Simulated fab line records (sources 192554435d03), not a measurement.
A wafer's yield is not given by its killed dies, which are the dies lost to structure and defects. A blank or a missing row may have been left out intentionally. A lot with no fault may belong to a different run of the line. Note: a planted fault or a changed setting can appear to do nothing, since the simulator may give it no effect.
Which of the tools did it? | flow n5-finfet | Sampling: 13 lots, 39 wafers, 3 of 1938 route steps

WHAT THE GAUGES SHOWED, per wafer
N5_MIM_TOP_LITHO_OVL_MEAS_11.
lot  | measured     | on         | MIM_TOP_OVL (nm)
L604 | day 13 13:29 | overlay-02 | -3 2 -2
L607 | day 14 00:19 | overlay-02 | -8 1 5
L606 | day 14 01:56 | overlay-02 | 0 3 -6
L612 | day 16 05:31 | overlay-01 | -3 -7 -12
L615 | day 16 07:04 | overlay-01 | -2 1 -1
L613 | day 16 14:35 | overlay-01 | -10 -2 -8
L617 | day 17 11:52 | overlay-01 | -9 -1 -4
L618 | day 17 22:32 | overlay-02 | 0 0 0
L619 | day 17 18:19 | overlay-01 | -6 2 -4
L623 | day 18 19:48 | overlay-02 | -10 1 -8
L625 | day 19 03:10 | overlay-02 | 6 -3 6
L624 | day 19 00:13 | overlay-01 | 1 -1 -4
L626 | day 19 07:09 | overlay-01 | -8 2 -1

EACH LOT AND THE TOOL THAT RAN IT (in order: tool; ch and the chambers of the sampled wafers; start)
lot  | N5_BEOL_M6_CVD_78                | N5_MIM_TOP_SPUTTER_03
L604 | cvd-co-01 ch 0,1,2, day 10 07:31 | pvd-sputter-02, day 13 13:04
L607 | cvd-co-01 ch 0,2, day 10 11:33   | pvd-sputter-02, day 13 23:46
L606 | cvd-co-02 ch 1,2, day 10 16:38   | pvd-sputter-02, day 14 01:23
L612 | cvd-co-02 ch 1,2, day 12 07:52   | pvd-sputter-01, day 16 04:58
L615 | cvd-co-02 ch 0,1,2, day 12 15:31 | pvd-sputter-03, day 16 06:38
L613 | cvd-co-02 ch 1,2, day 12 15:37   | pvd-sputter-02, day 16 14:10
L617 | cvd-co-01 ch 0,1, day 13 12:49   | pvd-sputter-03, day 17 11:26
L618 | cvd-co-01 ch 1,2, day 14 00:10   | pvd-sputter-01, day 17 21:55
L619 | cvd-co-01 ch 0,2, day 14 01:57   | pvd-sputter-02, day 17 17:46
L623 | cvd-co-02 ch 0,2, day 15 17:36   | pvd-sputter-02, day 18 19:15
L625 | cvd-co-02 ch 1,2, day 15 18:22   | pvd-sputter-03, day 19 02:45
L624 | cvd-co-01 ch 0,1,2, day 15 20:01 | pvd-sputter-01, day 18 23:40
L626 | cvd-co-02 ch 0,1,2, day 15 23:13 | pvd-sputter-03, day 19 06:43
- N5_BEOL_M6_CVD_78: deposits Co from CCTBA/H2, target thk 2 nm, time 142.3 s.
- N5_MIM_TOP_SPUTTER_03: material TiN, target thk 35 nm, time 89.7 s.

WHAT THE TOOLS THEMSELVES READ (means of the sampled wafers that have a number; where no wafer has one, the mark that the record gives instead)
N5_MIM_TOP_SPUTTER_03.
lot  | tool           | chamber-pressure-pa (Pa) | throttle-valve-pct (%)
L604 | pvd-sputter-02 | 0.4999                   | 31.3
L607 | pvd-sputter-02 | 0.5000                   | 30.0
L606 | pvd-sputter-02 | 0.5001                   | 30.5
L612 | pvd-sputter-01 | 0.4995                   | 29.6
L615 | pvd-sputter-03 | 0.4993                   | 30.1
L613 | pvd-sputter-02 | 0.5010                   | 30.0
L617 | pvd-sputter-03 | 0.4993                   | 30.3
L618 | pvd-sputter-01 | 0.5007                   | 29.6
L619 | pvd-sputter-02 | 0.4996                   | 29.9
L623 | pvd-sputter-02 | 0.5000                   | 30.7
L625 | pvd-sputter-03 | 0.5009                   | 31.0
L624 | pvd-sputter-01 | 0.5003                   | 30.4
L626 | pvd-sputter-03 | 0.4999                   | 30.5

THE ANSWER, worked out from the rows above alone
Rule: the lots themselves supply what counts as usual. Put in order of their means at a reading, lots are off if they are a third of the lots or fewer, leave a main group of 4 or more, and stand apart from it by a gap of 3 or more times the standard deviation of the main group's means; of several such gaps the widest counts. The tables above print the reading to a certain number of digits; a main group whose means all agree to those digits is not used. A lot without any number at a reading at which 4 lots or more have one is off too. Any other lot the step has rows for is counted as sound. Order of review: gauges by route order, followed by the tools' own readings, for which a lot's mean as printed above is used. At the first step where some lot is off, the reading lying furthest off is the one used; lots without a number count as furthest.
None of the lots is off at any reading shown; this tells nothing.

WHAT THE SIMULATOR PUT IN
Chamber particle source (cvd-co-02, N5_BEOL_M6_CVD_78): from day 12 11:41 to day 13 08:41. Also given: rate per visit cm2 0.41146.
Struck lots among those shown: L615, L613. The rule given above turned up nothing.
